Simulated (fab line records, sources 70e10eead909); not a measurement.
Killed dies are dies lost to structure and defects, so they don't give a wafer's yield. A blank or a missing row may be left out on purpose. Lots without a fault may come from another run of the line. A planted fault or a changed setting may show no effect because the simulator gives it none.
Which tool did it? | flow nand_harc | 24 lots, 72 wafers sampled, at 2 steps of a route of 1302

WHAT THE GAUGES READ, wafer by wafer
NHARC_A_CHANNEL_FILL_D1_INSPECT_13. Usual: raw_defect_count 315, standard deviation 110.
lot  | measured     | on                | raw_defect_count | flag
L074 | day 10 22:25 | defect_inspect-02 | 361 231 419      |
L075 | day 11 11:46 | defect_inspect-01 | 427 568 672      |
L076 | day 11 19:25 | defect_inspect-02 | 374 397 328      |
L077 | day 12 00:22 | defect_inspect-02 | 474 370 362      |
L078 | day 12 16:19 | defect_inspect-02 | 224 201 250      |
L079 | day 13 11:16 | defect_inspect-02 | 533 176 297      |
L080 | day 13 11:18 | defect_inspect-02 | 748 475 425      |
L081 | day 13 21:37 | defect_inspect-01 | 247 313 203      |
L082 | day 14 09:37 | defect_inspect-01 | 281 180 173      |
L083 | day 14 18:59 | defect_inspect-01 | 188 398 476      |
L084 | day 15 09:28 | defect_inspect-02 | 345 354 358      |
L085 | day 15 09:28 | defect_inspect-01 | 219 215 403      |
L086 | day 15 21:34 | defect_inspect-01 | 136 173 198      |
L087 | day 15 21:34 | defect_inspect-02 | 373 447 316      |
L088 | day 16 23:32 | defect_inspect-02 | 163 213 181      |
L089 | day 17 05:00 | defect_inspect-02 | 204 257 231      |
L090 | day 17 14:52 | defect_inspect-01 | 293 184 310      |
L091 | day 18 04:12 | defect_inspect-02 | 334 276 261      |
L092 | day 18 12:41 | defect_inspect-02 | 282 318 381      |
L093 | day 18 20:01 | defect_inspect-01 | 279 191 351      |
L094 | day 19 16:19 | defect_inspect-02 | 318 139 167      |
L095 | day 19 16:19 | defect_inspect-01 | 218 261 154      |
L096 | day 20 06:04 | defect_inspect-01 | 267 352 314      |
L097 | day 20 18:37 | defect_inspect-01 | 335 315 334      |

WHICH TOOL RAN EACH LOT (tool, then ch and the chambers of the sampled wafers, then the start)
lot  | NHARC_A_CHANNEL_FILL_D1_ALD_15
L074 | ald_sin_batch-02 ch 0, day 10 22:25 or earlier
L075 | ald_sin_batch-03 ch 0, day 11 11:46 or earlier
L076 | ald_sin_batch-03 ch 0, day 11 19:25 or earlier
L077 | ald_sin_batch-02 ch 0, day 12 00:22 or earlier
L078 | ald_sin_batch-03 ch 0, day 12 16:19 or earlier
L079 | ald_sin_batch-02 ch 0, day 13 11:16 or earlier
L080 | ald_sin_batch-02 ch 0, day 13 11:18 or earlier
L081 | ald_sin_batch-01 ch 0, day 13 21:37 or earlier
L082 | ald_sin_batch-03 ch 0, day 12 19:47
L083 | ald_sin_batch-02 ch 0, day 14 18:59 or earlier
L084 | ald_sin_batch-02 ch 0, day 15 09:28 or earlier
L085 | ald_sin_batch-02 ch 0, day 15 09:28 or earlier
L086 | ald_sin_batch-02 ch 0, day 15 21:34 or earlier
L087 | ald_sin_batch-02 ch 0, day 15 21:34 or earlier
L088 | ald_sin_batch-02 ch 0, day 16 23:32 or earlier
L089 | ald_sin_batch-01 ch 0, day 17 05:00 or earlier
L090 | ald_sin_batch-01 ch 0, day 17 14:52 or earlier
L091 | ald_sin_batch-02 ch 0, day 18 04:12 or earlier
L092 | ald_sin_batch-02 ch 0, day 18 12:41 or earlier
L093 | ald_sin_batch-03 ch 0, day 18 20:01 or earlier
L094 | ald_sin_batch-02 ch 0, day 19 16:19 or earlier
L095 | ald_sin_batch-02 ch 0, day 19 16:19 or earlier
L096 | ald_sin_batch-01 ch 0, day 20 06:04 or earlier
L097 | ald_sin_batch-01 ch 0, day 20 18:37 or earlier
- NHARC_A_CHANNEL_FILL_D1_ALD_15: deposits SiNx, target thk 2 nm, pulse time 60 s, ald cycles 19.

WHAT THE TOOLS THEMSELVES READ (means of the sampled wafers that have a number; where no wafer has one, the mark that the record gives instead)
NHARC_A_CHANNEL_FILL_D1_ALD_15. Usual: precursor_pulse_height_rel 1.001, standard deviation 0.02.
lot  | tool             | precursor_pulse_height_rel | flag
L074 | ald_sin_batch-02 | 0.999                      |
L075 | ald_sin_batch-03 | 1.016                      |
L076 | ald_sin_batch-03 | 1.005                      |
L077 | ald_sin_batch-02 | 1.009                      |
L078 | ald_sin_batch-03 | 1.017                      |
L079 | ald_sin_batch-02 | 1.013                      |
L080 | ald_sin_batch-02 | 1.014                      |
L081 | ald_sin_batch-01 | 1.002                      |
L082 | ald_sin_batch-03 | 0.987                      |
L083 | ald_sin_batch-02 | 1.002                      |
L084 | ald_sin_batch-02 | 0.977                      |
L085 | ald_sin_batch-02 | 0.986                      |
L086 | ald_sin_batch-02 | 0.983                      |
L087 | ald_sin_batch-02 | 1.012                      |
L088 | ald_sin_batch-02 | 1.007                      |
L089 | ald_sin_batch-01 | 1.008                      |
L090 | ald_sin_batch-01 | 1.011                      |
L091 | ald_sin_batch-02 | 0.995                      |
L092 | ald_sin_batch-02 | 0.981                      |
L093 | ald_sin_batch-03 | 1.010                      |
L094 | ald_sin_batch-02 | 1.004                      |
L095 | ald_sin_batch-02 | 0.991                      |
L096 | ald_sin_batch-01 | 0.997                      |
L097 | ald_sin_batch-01 | 0.993                      |

THE ANSWER, worked out from the rows above alone
Rule: a lot is off if the mean of its wafers that have a number lies more than 3 standard deviations from the usual mean. A lot without any number at a reading at which 4 lots or more have one is off too. The other lots that the step has rows for count as sound. The gauges are gone through in route order, then the tools' own readings, and for those a lot's mean is taken as printed above. The first step at which some lot is off is used, and at that step the reading that is off furthest; a lot without a number counts as furthest.
No lot is off at any reading shown: from this, nothing can be told.

WHAT THE SIMULATOR HAD PUT IN
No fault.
